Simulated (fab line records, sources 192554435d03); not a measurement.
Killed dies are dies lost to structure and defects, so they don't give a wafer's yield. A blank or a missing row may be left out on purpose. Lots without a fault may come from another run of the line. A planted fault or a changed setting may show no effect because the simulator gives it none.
fab line records | flow n5_finfet
record lots=5 wafers=15 last_day=14
route steps=1938 shown BEOL_M1@781
lots that met no fault: from a run of the same line without faults
start_h: hours from the record's first day to the start of the lot's first wafer shown | wait_h: hours since the lot's step before | " the same as in the row above | L1.1+2: a row that stands for several wafers | - no value, or no start given | * or withheld: withheld | < > ~ a bound
route shown NAME@n: a module of which the file shows steps, and the number in the route of the first | usual: mean/standard deviation of fault-free wafers | same: alike in all rows | chamber/n: place in a boat | sites: the reading at each site | _std_site: their standard deviation | _edge_site: outer sites' mean less inner sites' | radius_mm: how far each site lies from the wafer's centre | mask NAME#n: copy n | behind: the tool/chamber that last shaped the wafer | hold: why the lot was held/for how many hours/how that ended | device: the transistor (n, p or np) that didn't switch | end of line: the same wafers' tests at the end of the route | a step without rows: its recipe alone | killed: dies lost to structure and defects at the first sort, not the wafer's yield | map: a wafer's dies, x killed, . not, _ none there
set.NAME: the setting as run; set.NAME@STEP: as run at that earlier step | model.NAME: the simulator's own value behind a step, which no gauge read
lots at some steps of the route; a table a step, a row a wafer
services: from which hour (start_h, from the record's first day; less than 0 if before it) a tool's chamber was out of use, for how many hours, and why
## steps
# step N5_BEOL_M1_EBR_24
# recipe solvent=PGMEA ebr_width_mm=1.5
# usual exhaust_pa=44.9/0.94 resist_line_temp_C=22.97/0.11
# columns lot.wafer tool chamber start_h wait_h exhaust_pa resist_line_temp_C
L075.1 litho_track-01 0 - - 43.9 23.00
L075.2 " 0 " " 45.5 23.20
L075.4 " 0 " " 44.7 23.04
L079.1 litho_track-01 0 - - 44.4 22.88
L079.2 " 0 " " 44.3 22.80
L079.4 " 0 " " 45.3 23.02
L082.3 litho_track-01 0 - - 44.2 23.08
L082.5 " 0 " " 44.6 22.94
L082.6 " 0 " " 45.6 22.90
L085.1 litho_track-01 0 - - 45.8 23.11
L085.4 " 0 " " 46.0 22.92
L085.5 " 0 " " 44.9 23.15
L087.1 litho_track-05 0 - - 44.5 22.85
L087.4 " 0 " " 43.8 22.91
L087.5 " 0 " " 44.6 22.71
# step N5_BEOL_M1_SOFTBAKE_23
# recipe temp_c=110 time_s=60 resist=CAR-EUV
# usual exhaust_pa=44.9/0.97 heater_power_total_W=175.4/1.5 resist_line_temp_C=22.98/0.11
# columns lot.wafer tool chamber start_h wait_h exhaust_pa heater_power_total_W resist_line_temp_C
L075.1 litho_track-01 0 - - 43.8 177.4 23.05
L075.2 " 0 " " 42.8 173.3 22.86
L075.4 " 0 " " 43.8 176.3 23.05
L079.1 litho_track-01 0 - - 44.2 173.7 23.02
L079.2 " 0 " " 44.1 177.0 23.01
L079.4 " 0 " " 44.2 177.6 23.07
L082.3 litho_track-01 0 - - 43.9 173.5 22.82
L082.5 " 0 " " 44.8 177.0 23.04
L082.6 " 0 " " 43.2 177.4 22.96
L085.1 litho_track-01 0 - - 45.9 175.9 22.88
L085.4 " 0 " " 45.7 175.3 22.86
L085.5 " 0 " " 45.3 174.3 22.87
L087.1 litho_track-05 0 - - 43.7 173.8 22.72
L087.4 " 0 " " 45.3 176.0 22.88
L087.5 " 0 " " 44.2 173.5 22.81
# step N5_BEOL_M1_EXPOSE_25
# recipe mask_id=V0 na=0.33 source_shape=quasar sigma_inner=0.2 sigma_outer=0.8 polarization=unpolarized defocus_nm=5 target_cd_nm=24 dose_mj=63
# columns lot.wafer tool chamber start_h wait_h mask
L075.1+2+4 euv_scanner-01 0 125.91 - V0#0
L079.1+2+4 euv_scanner-01 0 152.41 - V0#0
L082.3+5+6 euv_scanner-01 0 165.52 - V0#0
L085.1+4+5 euv_scanner-02 0 185.00 - V0#0
L087.1+4+5 euv_scanner-01 0 196.78 - V0#0
# step N5_BEOL_M1_PEB_26
# recipe peb_temp_c=100 peb_time_s=60 resist=CAR-EUV
# usual exhaust_pa=44.9/0.86 heater_power_total_W=153.9/1 resist_line_temp_C=23.00/0.11
# columns lot.wafer tool chamber start_h wait_h exhaust_pa heater_power_total_W resist_line_temp_C
L075.1 litho_track-01 0 125.98 0.1 44.4 153.3 22.96
L075.2 " 0 " " 46.2 153.5 22.91
L075.4 " 0 " " 45.1 155.3 22.99
L079.1 litho_track-01 0 152.49 0.1 45.3 154.9 23.01
L079.2 " 0 " " 45.0 153.2 23.07
L079.4 " 0 " " 45.2 153.4 23.24
L082.3 litho_track-05 0 165.59 0.1 45.8 154.5 23.10
L082.5 " 0 " " 47.1 153.7 22.98
L082.6 " 0 " " 45.0 153.1 23.17
L085.1 litho_track-04 0 185.08 0.1 46.9 153.1 22.89
L085.4 " 0 " " 47.1 155.3 22.97
L085.5 " 0 " " 46.0 152.6 22.83
L087.1 litho_track-04 0 196.86 0.1 45.4 153.5 22.86
L087.4 " 0 " " 45.8 154.1 22.97
L087.5 " 0 " " 44.2 155.6 23.04
# step N5_BEOL_M1_DEVELOP_27
# recipe develop_time_s=30 developer=TMAH resist=CAR-EUV rinse_liquid=surfactant_rinse dry=air_spin dev_temp_c=23
# usual developer_temp_C=22.99/0.097 exhaust_pa=45.0/0.92 resist_line_temp_C=22.99/0.11
# columns lot.wafer tool chamber start_h wait_h developer_temp_C exhaust_pa resist_line_temp_C
L075.1 litho_track-01 0 - - 22.98 45.8 22.75
L075.2 " 0 " " 22.96 44.8 22.97
L075.4 " 0 " " 22.96 44.7 22.93
L079.1 litho_track-01 0 - - 22.89 44.4 23.00
L079.2 " 0 " " 22.87 44.2 22.89
L079.4 " 0 " " 22.84 46.6 22.90
L082.3 litho_track-05 0 - - 23.01 44.6 22.93
L082.5 " 0 " " 23.01 43.7 22.98
L082.6 " 0 " " 22.98 44.2 23.03
L085.1 litho_track-04 0 - - 23.15 47.2 23.00
L085.4 " 0 " " 22.81 46.6 23.03
L085.5 " 0 " " 22.88 46.5 22.97
L087.1 litho_track-04 0 - - 22.81 44.9 22.75
L087.4 " 0 " " 22.98 46.1 22.81
L087.5 " 0 " " 22.82 45.1 22.88
# step N5_BEOL_M1_CD_MEAS_28
# recipe landing_energy_ev=500 detector=se_inlens target_cd_y_nm=23.3
# usual cd_nm=24.05/0.26
# columns lot.wafer tool chamber start_h wait_h cd_nm
L075.1 cd_sem-01 0 126.05 - 23.95
L075.2 " 0 " " 24.06
L075.4 " 0 " " 24.24
L079.1 cd_sem-03 0 152.55 - 23.76
L079.2 " 0 " " 24.09
L079.4 " 0 " " 23.71
L082.3 cd_sem-02 0 165.65 - 24.14
L082.5 " 0 " " 24.44
L082.6 " 0 " " 24.34
L085.1 cd_sem-01 0 185.15 - 24.15
L085.4 " 0 " " 23.66
L085.5 " 0 " " 23.84
L087.1 cd_sem-01 0 196.93 - 24.12
L087.4 " 0 " " 23.85
L087.5 " 0 " " 24.17
# step N5_BEOL_M1_OVL_MEAS_29
# recipe points_per_wafer=522
# usual V0_OVL=0.3/0.58
# columns lot.wafer tool chamber start_h wait_h V0_OVL[nm]
L075.1 overlay-02 0 126.08 0.0 0.5
L075.2 " 0 " " 0.3
L075.4 " 0 " " 0.5
L079.1 overlay-02 0 152.58 0.0 0.7
L079.2 " 0 " " -0.5
L079.4 " 0 " " -0.3
L082.3 overlay-01 0 165.69 0.0 1.3
L082.5 " 0 " " 1.2
L082.6 " 0 " " 0.4
L085.1 overlay-01 0 185.18 0.0 0.5
L085.4 " 0 " " -0.1
L085.5 " 0 " " 0.8
L087.1 overlay-01 0 196.96 0.0 0.0
L087.4 " 0 " " -0.2
L087.5 " 0 " " -0.1
# step N5_BEOL_M1_INSPECT_30
# recipe mode=adi inspect_instrument=brightfield
# usual raw_defect_count=394/83
# columns lot.wafer tool chamber start_h wait_h raw_defect_count
L075.1 defect_inspect-01 - 126.14 0.1 435
L075.2 " - " " 443
L075.4 " - " " 396
L079.1 defect_inspect-02 - 152.64 0.1 375
L079.2 " - " " 300
L079.4 " - " " 392
L082.3 defect_inspect-02 - 165.74 0.0 578
L082.5 " - " " 403
L082.6 " - " " 295
L085.1 defect_inspect-02 - 185.23 0.1 321
L085.4 " - " " 373
L085.5 " - " " 407
L087.1 defect_inspect-01 - 197.02 0.1 275
L087.4 " - " " 423
L087.5 " - " " 334
# step N5_BEOL_M1_DESCUM_33
# recipe chemistry=O2 time_s=7 source_power_w=50 bias_power_w=20 pressure_mtorr=20 rf_frequency_hz=2.712e+07 temp_c=40 resist=CAR-EUV o2_flow_sccm=225
# usual chamber_pressure_mTorr=20.000/0.019 drypump_motor_current_A=5.7/0.51 oes_product_au=0.78/0.07 rf_vpp_V=243.0/1.6 showerhead_plenum_p_Torr=2.10/0.088 temp_c=40.00/0.1 throttle_valve_pct=20.41/0.21
# columns lot.wafer tool chamber start_h wait_h chamber_pressure_mTorr drypump_motor_current_A oes_product_au rf_hours_counter_h rf_vpp_V showerhead_plenum_p_Torr temp_c throttle_valve_pct
L075.1 rie_diel-05 0 126.18 0.0 19.961 5.6 0.79 104 241.1 1.96 40.03 20.51
L075.2 " 3 " " 20.000 5.7 0.71 197 244.2 2.19 40.05 20.28
L075.4 " 2 " " 19.992 6.7 0.82 89 243.7 2.21 39.99 19.96
L079.1 rie_diel-01 2 152.68 0.0 19.994 5.0 0.70 225 241.8 2.05 40.01 20.82
L079.2 " 0 " " 20.011 4.9 0.87 52 244.4 2.12 40.11 20.49
L079.4 " 3 " " 20.017 5.3 0.70 - 242.2 1.99 39.83 20.42
L082.3 rie_diel-01 2 165.77 0.0 20.010 5.0 0.69 230 243.6 2.05 39.98 20.84
L082.5 " 1 " " 20.009 5.8 0.86 - 243.1 2.14 40.19 20.52
L082.6 " 0 " " 20.019 4.9 0.87 - 242.7 2.12 39.91 20.50
L085.1 rie_diel-05 2 185.27 0.0 19.990 6.7 0.81 104 244.7 2.20 39.81 19.99
L085.4 " 0 " " 19.995 5.5 0.76 120 242.5 1.95 39.95 20.54
L085.5 " 1 " " 20.015 6.1 0.83 - 244.5 2.21 40.14 20.15
L087.1 rie_diel-03 2 197.06 0.0 19.990 5.0 0.75 163 242.0 2.01 39.96 20.43
L087.4 " 3 " " 19.983 5.4 0.70 236 245.2 2.17 39.90 20.59
L087.5 " 3 " " 19.982 5.4 0.70 - 242.8 2.17 39.99 20.58
# step N5_BEOL_M1_ETCH_77
# recipe chemistry=N2/H2 target=underlayer target_depth_a=65 mask_material=CAR-EUV time_s=5.2 ion_energy_ev=200 pressure_mtorr=30 source_w=840 bias_w=150 n2_flow_sccm=200 h2_flow_sccm=200 ends=cleared
# usual chamber_pressure_mTorr=29.99/0.043 drypump_motor_current_A=5.7/0.51 etch_rf_on_time_s=5.19/0.12 oes_product_au=0.67/0.06 rf_vpp_V=524/3.3 showerhead_plenum_p_Torr=2.54/0.11 throttle_valve_pct=17.80/0.25
# columns lot.wafer tool chamber start_h wait_h chamber_pressure_mTorr drypump_motor_current_A etch_rf_on_time_s oes_product_au rf_hours_counter_h rf_vpp_V showerhead_plenum_p_Torr throttle_valve_pct
L075.1 rie_diel-05 0 126.21 0.0 30.02 5.6 5.00 0.68 104 520 2.35 17.77
L075.2 " 3 " " 29.95 5.8 5.15 0.61 197 526 2.61 17.41
L075.4 " 2 " " 30.01 6.8 5.01 0.71 89 528 2.68 17.46
L079.1 rie_diel-01 2 152.71 0.0 30.02 5.0 5.27 0.60 225 522 2.51 18.40
L079.2 " 0 " " 30.03 4.9 5.14 0.75 52 523 2.60 18.06
L079.4 " 3 " " 29.93 5.4 5.18 0.60 - 522 2.44 17.91
L082.3 rie_diel-01 2 165.81 0.0 29.96 5.0 5.31 0.59 230 524 2.51 18.41
L082.5 " 1 " " 29.98 5.8 5.01 0.76 - 526 2.59 17.75
L082.6 " 0 " " 30.02 4.9 5.19 0.75 - 527 2.60 18.03
L085.1 rie_diel-05 2 185.30 0.0 29.97 6.7 4.99 0.70 104 527 2.67 17.50
L085.4 " 0 " " 29.99 5.7 5.02 0.66 120 518 2.35 17.78
L085.5 " 1 " " 29.95 6.1 5.28 0.71 - 526 2.70 17.63
L087.1 rie_diel-03 2 197.09 0.0 30.01 5.1 5.20 0.64 163 519 2.42 17.59
L087.4 " 3 " " 30.00 5.4 5.23 0.60 236 526 2.61 17.98
L087.5 " 3 " " 29.93 5.4 5.21 0.61 - 527 2.61 17.94
# step N5_BEOL_M1_ETCH_69
# recipe chemistry=CF4 target=SiARC target_depth_a=156 mask_material=CAR-EUV time_s=26 ion_energy_ev=80 pressure_mtorr=40 source_w=545 bias_w=36 Ar_flow_sccm=100 cf4_flow_sccm=100 ends=cleared
# usual chamber_pressure_mTorr=40.00/0.038 drypump_motor_current_A=5.7/0.51 etch_rf_on_time_s=25.8/0.64 oes_product_au=0.67/0.061 rf_vpp_V=184.1/1.4 showerhead_plenum_p_Torr=2.14/0.083 throttle_valve_pct=15.54/0.21
# columns lot.wafer tool chamber start_h wait_h chamber_pressure_mTorr drypump_motor_current_A etch_rf_on_time_s oes_product_au rf_hours_counter_h rf_vpp_V showerhead_plenum_p_Torr throttle_valve_pct
L075.1 rie_diel-05 0 126.23 0.0 40.04 5.6 25.0 0.69 104 183.3 2.00 15.53
L075.2 " 3 " " 40.01 5.7 25.8 0.62 197 183.7 2.21 15.38
L075.4 " 2 " " 40.03 6.7 25.1 0.72 89 183.3 2.23 15.10
L079.1 rie_diel-01 2 152.73 0.0 40.00 5.0 26.4 0.59 225 183.1 2.12 16.11
L079.2 " 0 " " 39.99 4.9 25.6 0.75 52 187.5 2.16 15.53
L079.4 " 3 " " 40.06 5.3 26.2 0.60 - 182.0 2.05 15.63
L082.3 rie_diel-01 2 165.82 0.0 40.08 5.0 26.5 0.59 230 183.1 2.12 16.11
L082.5 " 1 " " 40.01 5.8 25.0 0.76 - 185.2 2.18 15.55
L082.6 " 0 " " 40.01 4.9 25.4 0.75 - 184.9 2.16 15.53
L085.1 rie_diel-05 2 185.32 0.0 40.01 6.7 25.2 0.70 104 186.6 2.23 15.16
L085.4 " 0 " " 40.02 5.6 25.3 0.67 120 183.3 1.99 15.56
L085.5 " 1 " " 39.97 6.1 26.2 0.71 - 185.7 2.26 15.38
L087.1 rie_diel-03 2 197.11 0.0 39.98 5.1 26.0 0.65 163 183.3 2.07 15.67
L087.4 " 3 " " 39.96 5.4 26.1 0.60 236 184.2 2.20 15.67
L087.5 " 3 " " 40.02 5.4 26.2 0.60 - 186.1 2.20 15.69
# step N5_BEOL_M1_ALD_98
# recipe material=SiO2 target_thk_a=25 temp_c=100 ald_precursor_family=BDEAS ald_co_reactant=O2-plasma pulse_time_s=1 co_reactant_pulse_time_s=1 purge_time_s=2 co_reactant_purge_time_s=2 ald_cycles=17 pressure_torr=2
# usual heater_power_w=81/7.5 precursor_pulse_height_rel=0.999/0.021
# columns lot.wafer tool chamber start_h wait_h heater_power_w precursor_pulse_height_rel
L075.1 ald_sin-04 0 126.51 0.3 82 1.009
L075.2 " 1 " " 65 1.012
L075.4 " 3 " " 72 1.007
L079.1 ald_sin-03 1 152.81 0.1 81 1.002
L079.2 " 2 " " 85 1.049
L079.4 " 1 " " 83 1.039
L082.3 ald_sin-03 1 165.91 0.1 83 1.001
L082.5 " 0 " " 98 0.995
L082.6 " 3 " " 88 1.011
L085.1 ald_sin-03 3 185.68 0.3 86 0.961
L085.4 " 2 " " 83 1.003
L085.5 " 0 " " 97 1.020
L087.1 ald_sin-02 1 197.37 0.2 79 0.993
L087.4 " 3 " " 83 0.973
L087.5 " 0 " " 74 0.976
# step N5_BEOL_M1_ETCHBACK_99
# recipe chemistry=CHF3 target=SiO2 target_depth_a=50 time_s=10.4 source_w=215 bias_w=47 Ar_flow_sccm=200 CHF3_flow_sccm=12 ion_energy_ev=100 pressure_mtorr=30
# usual chamber_pressure_mTorr=30.000/0.028 drypump_motor_current_A=5.6/0.5 oes_ar_750_au=0.79/0.077 oes_product_au=0.78/0.081 rf_vpp_V=240/5.3 showerhead_plenum_p_Torr=2.14/0.067 throttle_valve_pct=17.04/0.21
# columns lot.wafer tool chamber start_h wait_h chamber_pressure_mTorr drypump_motor_current_A oes_ar_750_au oes_product_au rf_hours_counter_h rf_vpp_V showerhead_plenum_p_Torr throttle_valve_pct
L075.1 rie_diel-03 0 126.87 0.3 30.019 5.9 0.73 0.75 148 247 2.15 17.17
L075.2 " 1 " " 29.974 6.1 0.91 0.92 24 241 2.09 16.77
L075.4 " 2 " " 30.034 5.1 0.78 0.77 141 237 2.08 17.07
L079.1 rie_diel-03 2 155.82 3.0 29.950 5.0 0.77 0.76 150 239 2.07 17.08
L079.2 " 0 " " 30.039 5.9 0.73 0.74 156 247 2.15 17.17
L079.4 " 1 " " 30.040 6.1 0.90 0.91 33 242 2.09 16.79
L082.3 rie_diel-03 2 175.58 9.6 30.001 5.0 0.76 0.76 155 238 2.07 17.08
L082.5 " 1 " " 30.006 6.1 0.89 0.89 - 243 2.09 16.80
L082.6 " 0 " " 30.001 5.9 0.72 0.73 - 250 2.15 17.20
L085.1 rie_diel-05 0 187.93 2.2 30.020 5.6 0.79 0.77 120 229 2.00 17.02
L085.4 " 3 " " 30.025 5.8 0.71 0.71 212 244 2.22 16.85
L085.5 " 2 " " 30.021 6.7 0.83 0.82 - 240 2.23 16.53
L087.1 rie_diel-03 3 199.55 2.1 30.031 5.4 0.71 0.70 236 233 2.21 17.10
L087.4 " 1 " " 29.987 6.1 0.87 0.88 46 241 2.09 16.81
L087.5 " 2 " " 29.997 5.0 0.76 0.76 - 240 2.07 17.08
# step N5_BEOL_M1_ETCH_70
# recipe chemistry=N2/H2 target=SOC target_depth_a=800 overetch_a=160 mask_material=SiARC temp_c=40 time_s=120 ion_energy_ev=200 pressure_mtorr=30 source_w=840 bias_w=150 n2_flow_sccm=200 h2_flow_sccm=200
# usual chamber_pressure_mTorr=29.999/0.026 drypump_motor_current_A=5.6/0.49 oes_product_au=0.60/0.058 rf_vpp_V=523.4/2.5 showerhead_plenum_p_Torr=2.53/0.086 temp_c=39.99/0.12 throttle_valve_pct=17.83/0.25
# columns lot.wafer tool chamber start_h wait_h chamber_pressure_mTorr drypump_motor_current_A oes_product_au rf_hours_counter_h rf_vpp_V showerhead_plenum_p_Torr temp_c throttle_valve_pct
L075.1 rie_diel-03 0 126.90 0.0 30.009 5.9 0.57 148 522.3 2.55 40.06 18.03
L075.2 " 1 " " 29.977 6.1 0.71 24 521.8 2.52 39.84 17.83
L075.4 " 2 " " 29.999 5.1 0.59 141 519.1 2.43 40.11 17.52
L079.1 rie_diel-03 2 155.85 0.0 29.985 5.1 0.59 150 521.7 2.42 39.99 17.53
L079.2 " 0 " " 29.990 5.9 0.57 156 525.2 2.55 39.93 18.04
L079.4 " 1 " " 30.029 6.1 0.69 33 521.0 2.51 39.90 17.82
L082.3 rie_diel-03 2 175.61 0.0 29.931 5.1 0.58 156 521.5 2.42 39.99 17.55
L082.5 " 1 " " 30.014 6.1 0.68 - 520.1 2.51 40.05 17.83
L082.6 " 0 " " 29.993 5.9 0.57 - 524.1 2.55 40.05 18.06
L085.1 rie_diel-05 0 187.97 0.0 29.973 5.6 0.58 120 516.6 2.35 40.21 17.74
L085.4 " 3 " " 30.030 5.7 0.54 212 526.3 2.61 39.86 17.42
L085.5 " 2 " " 29.995 6.7 0.62 - 528.2 2.67 39.93 17.46
L087.1 rie_diel-03 3 199.59 0.0 30.033 5.4 0.54 236 527.2 2.61 40.05 17.92
L087.4 " 1 " " 30.019 6.1 0.68 47 522.4 2.51 40.23 17.84
L087.5 " 2 " " 29.937 5.1 0.58 - 521.8 2.42 40.14 17.56
# step N5_BEOL_M1_STRIP_71
# recipe chemistry=N2/H2 temp_c=40 n2_flow_sccm=200 h2_flow_sccm=200 rf_frequency_hz=6e+07
# columns lot.wafer tool chamber start_h wait_h
L075.1+2+4 rie_diel-03 0,1,2 126.98 0.0
L079.1+2+4 rie_diel-03 2,0,1 155.93 0.0
L082.3+5+6 rie_diel-03 2,1,0 175.69 0.0
L085.1+4+5 rie_diel-05 0,3,2 188.05 0.0
L087.1+4+5 rie_diel-03 3,1,2 199.67 0.0
# step N5_BEOL_M1_STRIP_78
# recipe chemistry=N2/H2 temp_c=40 n2_flow_sccm=200 h2_flow_sccm=200 rf_frequency_hz=6e+07
# columns lot.wafer tool chamber start_h wait_h
L075.1+2+4 rie_diel-03 0,1,2 126.99 0.0
L079.1+2+4 rie_diel-03 2,0,1 155.94 0.0
L082.3+5+6 rie_diel-03 2,1,0 175.70 0.0
L085.1+4+5 rie_diel-05 0,3,2 188.06 0.0
L087.1+4+5 rie_diel-03 3,1,2 199.68 0.0
# step N5_BEOL_M1_VIA_ETCH_34
# recipe chemistry=C4F6/O2 target_depth_a=678 mask_material=SOC pressure_mtorr=15 ion_energy_ev=250 taper_deg=4 time_s=64.4 source_w=350 bias_w=170 Ar_flow_sccm=300 C4F6_flow_sccm=10 O2_flow_sccm=10
# usual chamber_pressure_mTorr=15.000/0.013 drypump_motor_current_A=5.6/0.5 oes_ar_750_au=0.79/0.077 oes_product_au=0.78/0.08 rf_vpp_V=663/14 showerhead_plenum_p_Torr=2.82/0.085 throttle_valve_pct=30.72/0.27
# columns lot.wafer tool chamber start_h wait_h chamber_pressure_mTorr drypump_motor_current_A oes_ar_750_au oes_product_au rf_hours_counter_h rf_vpp_V showerhead_plenum_p_Torr throttle_valve_pct
L075.1 rie_diel-03 0 127.00 0.0 14.973 5.9 0.73 0.75 148 684 2.85 30.98
L075.2 " 1 " " 15.005 6.1 0.91 0.93 24 668 2.77 30.54
L075.4 " 2 " " 14.977 5.0 0.77 0.77 142 658 2.75 30.57
L079.1 rie_diel-03 2 155.95 0.0 14.983 5.1 0.77 0.76 150 659 2.74 30.58
L079.2 " 0 " " 15.023 5.9 0.73 0.73 156 683 2.84 31.00
L079.4 " 1 " " 14.982 6.1 0.90 0.90 33 668 2.76 30.55
L082.3 rie_diel-03 2 175.71 0.0 15.004 5.0 0.76 0.76 156 658 2.74 30.57
L082.5 " 1 " " 15.007 6.1 0.88 0.89 - 666 2.76 30.55
L082.6 " 0 " " 15.000 5.9 0.72 0.73 - 683 2.84 30.98
L085.1 rie_diel-05 0 188.07 0.0 15.013 5.6 0.78 0.76 121 636 2.64 30.84
L085.4 " 3 " " 15.004 5.8 0.71 0.71 212 680 2.93 30.32
L085.5 " 2 " " 15.015 6.7 0.82 0.82 - 666 2.95 29.97
L087.1 rie_diel-03 3 199.69 0.0 14.991 5.4 0.71 0.70 236 645 2.91 30.77
L087.4 " 1 " " 15.010 6.1 0.88 0.89 47 669 2.76 30.56
L087.5 " 2 " " 15.007 5.1 0.75 0.75 - 658 2.74 30.58
# step N5_BEOL_M1_STRIP_83
# recipe chemistry=C4F6/O2 resist=SiARC rf_frequency_hz=6e+07
# columns lot.wafer tool chamber start_h wait_h
L075.1+2+4 rie_diel-03 0,1,2 127.05 0.0
L079.1+2+4 rie_diel-03 2,0,1 156.00 0.0
L082.3+5+6 rie_diel-03 2,1,0 175.76 0.0
L085.1+4+5 rie_diel-05 0,3,2 188.12 0.0
L087.1+4+5 rie_diel-03 3,1,2 199.74 0.0
# step N5_BEOL_M1_STRIP_36
# recipe chemistry=N2/H2 power_w=450 temp_c=40 pressure_mtorr=20 rf_frequency_hz=6e+07 overash_fraction=0.3 bias_power_w=7 h2_frac=0.5 n2_flow_sccm=200 h2_flow_sccm=200
# usual chamber_pressure_mTorr=19.998/0.029 drypump_motor_current_A=5.6/0.5 oes_product_au=0.78/0.081 rf_vpp_V=59.0/1.3 showerhead_plenum_p_Torr=2.53/0.086 temp_c=39.99/0.11 throttle_valve_pct=23.7/0.41
# columns lot.wafer tool chamber start_h wait_h chamber_pressure_mTorr drypump_motor_current_A oes_product_au rf_hours_counter_h rf_vpp_V showerhead_plenum_p_Torr temp_c throttle_valve_pct
L075.1 rie_diel-03 0 127.06 0.0 19.997 5.9 0.75 148 59.5 2.55 39.95 24.0
L075.2 " 1 " " 20.044 6.1 0.92 24 55.4 2.51 40.10 23.9
L075.4 " 2 " " 19.993 5.1 0.77 142 58.0 2.42 40.20 23.0
L079.1 rie_diel-03 2 156.01 0.0 19.964 5.1 0.77 151 61.2 2.42 39.82 23.0
L079.2 " 0 " " 19.976 6.0 0.74 156 59.3 2.55 39.75 24.0
L079.4 " 1 " " 20.033 6.1 0.92 33 60.0 2.51 39.99 23.9
L082.3 rie_diel-03 2 175.77 0.0 19.919 5.1 0.76 156 58.0 2.42 39.87 23.0
L082.5 " 1 " " 20.020 6.1 0.91 - 59.0 2.50 40.08 23.9
L082.6 " 0 " " 19.974 5.9 0.73 - 59.9 2.54 40.11 24.1
L085.1 rie_diel-05 0 188.13 0.0 20.037 5.6 0.75 121 58.9 2.34 40.03 23.7
L085.4 " 3 " " 19.943 5.8 0.70 212 56.1 2.60 40.11 23.0
L085.5 " 2 " " 19.974 6.8 0.81 - 59.4 2.67 39.95 23.3
L087.1 rie_diel-03 3 199.75 0.0 20.023 5.4 0.70 236 59.9 2.61 40.01 23.8
L087.4 " 1 " " 20.005 6.1 0.90 47 59.8 2.50 40.03 23.9
L087.5 " 2 " " 19.955 5.1 0.75 - 58.4 2.41 39.76 23.0
# step N5_BEOL_M1_TRENCH_ETCH_37
# recipe chemistry=C4F6/O2 target_depth_a=552.07 target=SiOC time_s=29 ion_energy_ev=250 pressure_mtorr=30 source_w=355 bias_w=185 Ar_flow_sccm=300 C4F6_flow_sccm=10 O2_flow_sccm=10
# usual chamber_pressure_mTorr=30.00/0.058 drypump_motor_current_A=5.6/0.5 oes_ar_750_au=0.79/0.077 oes_product_au=0.78/0.08 rf_vpp_V=663/14 showerhead_plenum_p_Torr=2.83/0.085 throttle_valve_pct=20.82/0.21
# columns lot.wafer tool chamber start_h wait_h chamber_pressure_mTorr drypump_motor_current_A oes_ar_750_au oes_product_au rf_hours_counter_h rf_vpp_V showerhead_plenum_p_Torr throttle_valve_pct
L075.1 rie_diel-03 0 - - 30.00 5.9 0.73 0.75 148 686 2.85 20.98
L075.2 " 1 " " 30.00 6.1 0.91 0.92 24 668 2.77 20.59
L075.4 " 2 " " 29.99 5.1 0.77 0.77 142 658 2.75 20.84
L079.1 rie_diel-03 2 - - 29.98 5.1 0.76 0.77 151 660 2.75 20.85
L079.2 " 0 " " 29.99 5.9 0.72 0.73 156 687 2.85 20.97
L079.4 " 1 " " 30.01 6.1 0.89 0.91 33 669 2.77 20.60
L082.3 rie_diel-03 2 - - 30.04 5.1 0.76 0.76 156 658 2.74 20.85
L082.5 " 1 " " 30.04 6.1 0.88 0.89 - 667 2.77 20.61
L082.6 " 0 " " 29.99 5.9 0.72 0.73 - 686 2.84 20.99
L085.1 rie_diel-05 0 - - 30.00 5.6 0.78 0.77 121 636 2.65 20.84
L085.4 " 3 " " 29.94 5.8 0.71 0.71 212 680 2.93 20.56
L085.5 " 2 " " 29.99 6.7 0.82 0.81 - 664 2.95 20.24
L087.1 rie_diel-03 3 - - 30.03 5.4 0.70 0.70 236 644 2.92 20.85
L087.4 " 1 " " 30.04 6.1 0.87 0.88 47 670 2.76 20.61
L087.5 " 2 " " 29.96 5.1 0.75 0.75 - 659 2.74 20.87
# step N5_BEOL_M1_ETCH_41
# recipe chemistry=CH3F/O2 target=SiCN target_depth_a=319 taper_deg=2 time_s=57.8 ion_energy_ev=120 mask_material=TiN pressure_mtorr=30 source_w=395 bias_w=75 Ar_flow_sccm=150 CH3F_flow_sccm=30 O2_flow_sccm=20
# usual chamber_pressure_mTorr=29.998/0.027 drypump_motor_current_A=5.6/0.49 oes_product_au=0.78/0.08 rf_vpp_V=297.2/1.6 showerhead_plenum_p_Torr=1.99/0.063 throttle_valve_pct=16.30/0.21
# columns lot.wafer tool chamber start_h wait_h chamber_pressure_mTorr drypump_motor_current_A oes_product_au rf_hours_counter_h rf_vpp_V showerhead_plenum_p_Torr throttle_valve_pct
L075.1 rie_diel-03 0 - - 30.033 5.9 0.74 148 297.6 2.00 16.43
L075.2 " 1 " " 29.968 6.1 0.92 24 295.3 1.95 16.03
L075.4 " 2 " " 30.007 5.1 0.77 142 295.1 1.93 16.31
L079.1 rie_diel-03 2 - - 30.026 5.1 0.77 151 296.3 1.93 16.33
L079.2 " 0 " " 29.960 5.9 0.73 156 298.2 2.00 16.45
L079.4 " 1 " " 30.011 6.1 0.91 33 296.2 1.95 16.04
L082.3 rie_diel-03 2 - - 29.999 5.1 0.76 156 294.6 1.92 16.33
L082.5 " 1 " " 30.011 6.1 0.90 - 296.7 1.94 16.07
L082.6 " 0 " " 29.957 5.9 0.73 - 296.8 2.00 16.44
L085.1 rie_diel-05 0 - - 29.991 5.6 0.77 121 293.3 1.85 16.28
L085.4 " 3 " " 30.014 5.8 0.69 212 295.8 2.06 16.11
L085.5 " 2 " " 29.990 6.8 0.81 - 298.9 2.08 15.83
L087.1 rie_diel-03 3 - - 29.994 5.4 0.69 236 298.1 2.06 16.38
L087.4 " 1 " " 30.001 6.1 0.88 47 296.0 1.94 16.08
L087.5 " 2 " " 29.989 5.1 0.76 - 293.7 1.92 16.35
## services
# columns tool chamber start_h hours kind
ald_sin-02 0 104.27 2.5 repair
euv_scanner-01 0 105.75 - calibration
rie_diel-01 - 105.87 0.6 repair
euv_scanner-01 - 114.11 0.6 repair
ald_sin-04 - 115.50 6.1 pm
euv_scanner-02 - 123.56 1.0 pm
euv_scanner-01 - 136.53 4.6 pm
rie_diel-01 1 140.00 12.9 repair
ald_sin-03 0 150.53 8.9 repair
rie_diel-05 - 159.79 0.5 repair
euv_scanner-01 - 166.24 5.8 pm
euv_scanner-01 - 174.23 1.2 repair
litho_track-05 - 174.79 - consumable_replace:filter
ald_sin-04 - 177.17 14.0 pm
ald_sin-04 0 177.17 14.0 vent_cycle
ald_sin-04 1 177.17 14.0 vent_cycle
ald_sin-04 2 177.17 14.0 vent_cycle
ald_sin-04 3 177.17 14.0 vent_cycle
euv_scanner-02 - 179.71 1.0 pm
rie_diel-03 0 181.89 7.9 repair
euv_scanner-01 - 185.75 1.0 pm
litho_track-05 - 190.91 - consumable_replace:filter
ald_sin-04 0 191.17 - clean
rie_diel-01 - 191.85 2.8 pm
## key
fault none
